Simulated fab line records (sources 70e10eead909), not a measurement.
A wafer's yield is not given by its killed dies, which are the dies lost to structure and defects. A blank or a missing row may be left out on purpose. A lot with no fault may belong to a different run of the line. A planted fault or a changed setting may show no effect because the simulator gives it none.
Chamber matching :: flow nandHarc :: rieDiel-02 running NHARC_P_M1_STRIP_18: 4 sister chambers
The step strips in N2/H2. 4 wafers are shown with their chamber, then 10 later ones without.

== WAFERS WITH THEIR CHAMBER ==
wafer: L084.1
chamber: 1
showerheadPlenumPTorr (Torr): 2.13

wafer: L084.6
chamber: 0
showerheadPlenumPTorr (Torr): 1.91

wafer: L088.1
chamber: 2
showerheadPlenumPTorr (Torr): 1.95

wafer: L088.3
chamber: 3
showerheadPlenumPTorr (Torr): 2.08

== WAFERS WITH NO CHAMBER GIVEN ==
wafer: L088.4
showerheadPlenumPTorr (Torr): 2.13

wafer: L087.3
showerheadPlenumPTorr (Torr): 1.90

wafer: L087.4
showerheadPlenumPTorr (Torr): 2.13

wafer: L087.5
showerheadPlenumPTorr (Torr): 1.95

wafer: L091.1
showerheadPlenumPTorr (Torr): 1.95

wafer: L091.4
showerheadPlenumPTorr (Torr): 2.08

wafer: L091.5
showerheadPlenumPTorr (Torr): 2.13

wafer: L097.3
showerheadPlenumPTorr (Torr): 1.95

wafer: L097.4
showerheadPlenumPTorr (Torr): 1.90

wafer: L097.5
showerheadPlenumPTorr (Torr): 1.90

== THE CHAMBER EACH PASSED THROUGH ==
wafer: L088.4
from the rows above: 1
in truth: 1

wafer: L087.3
from the rows above: 0
in truth: 0

wafer: L087.4
from the rows above: 1
in truth: 1

wafer: L087.5
from the rows above: 2
in truth: 2

wafer: L091.1
from the rows above: 2
in truth: 2

wafer: L091.4
from the rows above: 3
in truth: 3

wafer: L091.5
from the rows above: 1
in truth: 1

wafer: L097.3
from the rows above: 2
in truth: 2

wafer: L097.4
from the rows above: 0
in truth: 0

wafer: L097.5
from the rows above: 0
in truth: 0
Correct placement for 10 of the 10. Can't be placed from these rows: 0. Number placed wrongly: 0.
How it was worked out, from the rows above alone: a wafer's distance from a chamber is the root of the sum, over the readings, of the square of ((its reading less the chamber's mean) divided by the reading's scatter). The wafer belongs to the nearest chamber; if the next one is less than 2 further off, it can't be placed. The mean given for a chamber averages the wafers shown for that chamber. The scatter (one wafer shown for each chamber): square how far every hidden wafer sits from the nearest shown wafer, average those squares and take the square root.
